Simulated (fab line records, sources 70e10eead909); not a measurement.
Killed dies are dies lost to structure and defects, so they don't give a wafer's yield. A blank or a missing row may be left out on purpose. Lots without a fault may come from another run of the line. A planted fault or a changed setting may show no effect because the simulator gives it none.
Chamber matching | flow nand_harc | NHARC_P_BONDPAD_DESCUM_11 on rie_diel-12: 4 sister chambers
The step chemistry O2, time 3 s. 8 wafers are shown with their chamber, then 7 later ones without.

WAFERS WITH THEIR CHAMBER
wafer  | chamber | showerhead_plenum_p_Torr (Torr) | drypump_motor_current_A (A)
L079.4 | 2       | 1.90                            | 5.6
L079.6 | 1       | 1.86                            | 5.8
L086.6 | 0       | 1.86                            | 6.0
L090.1 | 1       | 1.86                            | 5.8
L090.2 | 3       | 1.98                            | 5.1
L090.3 | 0       | 1.86                            | 5.9
L091.2 | 3       | 1.98                            | 5.1
L091.3 | 2       | 1.89                            | 5.5

WAFERS WITHOUT THEIR CHAMBER
wafer  | showerhead_plenum_p_Torr (Torr) | drypump_motor_current_A (A)
L091.6 | 1.89                            | 5.6
L092.1 | 1.86                            | 6.0
L092.3 | 1.86                            | 5.8
L092.5 | 1.86                            | 5.8
L093.3 | 1.89                            | 5.6
L093.5 | 1.86                            | 5.8
L093.6 | 1.86                            | 5.9

WHICH CHAMBER EACH WENT THROUGH
wafer  | from the rows above     | in truth
L091.6 | 2                       | 2
L092.1 | 0                       | 0
L092.3 | 1                       | 1
L092.5 | 1                       | 1
L093.3 | 2                       | 2
L093.5 | 1                       | 1
L093.6 | can't be placed: 0 or 1 | 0
Placed correctly: 6 of 7. Can't be placed from these rows: 1 (the true chamber is among the candidates in 1). Placed wrongly: 0.
How it was worked out, from the rows above alone: a wafer's distance from a chamber is the root of the sum, over the readings, of the square of ((its reading less the chamber's mean) divided by the reading's scatter). The wafer belongs to the nearest chamber; if the next one is less than 2 further off, it can't be placed. A chamber's mean is the mean of its shown wafers. The scatter: the root of (the sum of the squares of (reading less its chamber's mean) over the shown wafers, divided by (wafers less chambers)).
